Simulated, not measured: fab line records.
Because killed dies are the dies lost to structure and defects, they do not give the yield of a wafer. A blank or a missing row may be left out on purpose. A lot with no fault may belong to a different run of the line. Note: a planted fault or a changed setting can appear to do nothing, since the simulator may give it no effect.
A struck lot beside a sound one | flow n5Finfet | 22 out of 1938 route steps
Sound: the wafers L405.1, L405.3, L405.6. Wafers struck: L409.2, L409.5, L409.6. The cause is given at the end.
For every step that has rows: the tool of each side, followed by ch and its chambers, followed by its first start. Under that, the readings that differ: sound wafers | struck wafers | difference of the means | sigmas: that difference in standard deviations of wafers without a fault.
alike: a reading whose means differ by less than 2 such deviations, as well as words and numbers matching on both sides. not compared: withheld readings; readings where some wafer has no value; bounds like >300 that might hide an equal value; numbers whose values overlap and for which the record gives no deviation.
Wherever a step has rows on one side only, a row that says differs or no value, or a row with sigmas, the two part there. Numbers that don't overlap but have no deviation are shown without sigmas and don't part them. Lack of a reading on every wafer of one side parts them only where that side has two or more wafers.

N5_BEOL_M4_SPUTTER_86: material Cu, target thk 4.5 nm, time 8.29 s.
  sound on pvdSputter-02 at day 9 15:50; struck on pvdSputter-01 at day 11 08:00
  alike: throttleValvePct
then, 1 step without rows for these wafers: N5_BEOL_M4_ANNEAL_87 (time 240 s).
N5_BEOL_M4_SPUTTER_88: material Cu, target thk 4.5 nm, time 8.29 s.
  sound on pvdSputter-02 at day 9 16:04; struck on pvdSputter-01 at day 11 08:13
  alike: throttleValvePct
then, 9 steps without rows for these wafers: N5_BEOL_M4_ANNEAL_89 (time 240 s); N5_BEOL_M4_SPUTTER_90 (material Cu, target thk 4.5 nm, time 8.29 s); N5_BEOL_M4_ANNEAL_91 (time 240 s); N5_BEOL_M4_SPUTTER_92 (material Cu, target thk 4.5 nm, time 8.29 s); N5_BEOL_M4_ANNEAL_93 (time 240 s); N5_BEOL_M4_SPUTTER_94 (material Cu, target thk 4.5 nm, time 8.29 s); N5_BEOL_M4_ANNEAL_95 (time 240 s); N5_BEOL_M4_SPUTTER_96 (material Cu, target thk 4.5 nm, time 8.29 s); N5_BEOL_M4_ECD_50 (material Cu, target thk 300 nm).
N5_BEOL_M4_ANNEAL_51: time 90 s.
  struck on rtpAnneal-01, day 11 09:20; sound on rtpAnneal-01 ch 0, day 9 17:08
  no value came back on the struck wafers for annealTempC (C), annealTempCMax, wafer_temp_C_max; on the sound wafers annealTempC (C) reads 224.90 224.77 225.12
N5_BEOL_M4_CMP_52: polishes, stops on SiOC, t overpolish 6.8 s, target thk 40 nm.
  sound on cmp-04 ch 0,3, day 9 17:26; struck on cmp-03 ch 1,2, day 11 09:38
reading                   | sound          | struck         | difference | sigmas
barrierFieldEndpointS (s) | 23.6 24.5 24.6 | 29.0 29.7 29.3 | +5.1       | +9
timeToEndpointS (s)       | 63.4 65.1 61.4 | 81.3 79.4 80.2 | +17.0      | +7
  alike: motorCurrentA, overpolishRunS
N5_BEOL_M4_PRE_CLEAN_60: time 15 s.
  sound on cvdCo-01 ch 0,2, day 9 17:46; struck on cvdCo-02 ch 0,1, day 11 09:55
  alike: heaterPowerW
N5_BEOL_M4_CO_CAP_55: material Co, precursor CCTBA/H2, target thk 2 nm, time 102.1 s.
  sound on cvdCo-01 ch 0,2, day 9 17:48; struck on cvdCo-02 ch 0,1, day 11 09:58
  alike: heaterPowerW
then, 2 steps without rows for these wafers: N5_BEOL_M4_PRE_CLEAN_56 (time 15 s); N5_BEOL_M4_DEP_57 (deposits SiCN from 3MS/NH3, target thk 8 nm, time 14 s).
N5_BEOL_M4_RS_MEAS_58: a four-point-probe measurement.
  sound on filmMetro-01 at day 9 17:59; struck on filmMetro-02 at day 11 10:10
reading        | sound             | struck            | difference | sigmas
M4_RS (ohm/sq) | 0.688 0.681 0.687 | 0.810 0.803 0.850 | +0.136     | +5
N5_BEOL_M4_RC_MEAS_101:
  sound on prober-01 ch 0, day 9 18:02; struck on prober-01 ch 0, day 11 10:23
  alike: DIBL_N, DIBL_P, IOFF_N, IOFF_P, ION_N, ION_P, SS_N, SS_P, VT_N, VT_P
  not compared: COMB_M4, COMB_M4_max_site
N5_BEOL_M5_ILD_DEP_00: deposits SiCOH lowk from DEMS/porogen, target thk 140.64 nm, time 25.9 s.
  sound on pecvd-03 ch 0,1, day 9 19:00; struck on pecvd-02 ch 0,1,2, day 11 11:11
  alike: heaterPowerW, showerheadPlenumPTorr, throttleValvePct
-- record jumps: 4 days separate the struck wafers' starts on either side; left off in module BEOL_M5, taken up again in module PASSIVATION, whose first shown step is the route's number 1936 --
N5_PASSIVATION_PROBE_49:
  sound on prober-02 at day 14 01:40; struck on prober-02 at day 15 13:06
reading                | sound          | struck         | difference | sigmas
defectLimitedYield (%) | 91.9 91.8 90.2 | 51.0 57.0 58.0 | -36.0      | -30
killed_at_M4_up        | 6 1 10         | 499 443 390    | +438       | +86
killedAtOther          | 11 8 14        | 3 3 4          | -8         | -3
killedDies             | 96 97 116      | 578 507 496    | +424       | +28
killedOnRim            | 14 10 17       | 152 152 152    | +138       | +38
sortNPass              | 1084 1083 1064 | 602 673 684    | -424       | -28
sortYieldPct (%)       | 91.9 91.8 90.2 | 51.0 57.0 58.0 | -36.0      | -30
  alike: killed_at_M0_to_M3, killedAtContacts, killedAtFrontEnd, killedOpen, killedShort, sort_bin_5_function, sort_bin_6_memory

== WHERE THEY PART ==
At N5_BEOL_M4_ANNEAL_51 first; at N5_PASSIVATION_PROBE_49 last (within this record only).

WHY: what had been put in by the simulator
Skipped step whole: rtpAnneal-01, from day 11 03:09 on, at N5_BEOL_M4_ANNEAL_51. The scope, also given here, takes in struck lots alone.
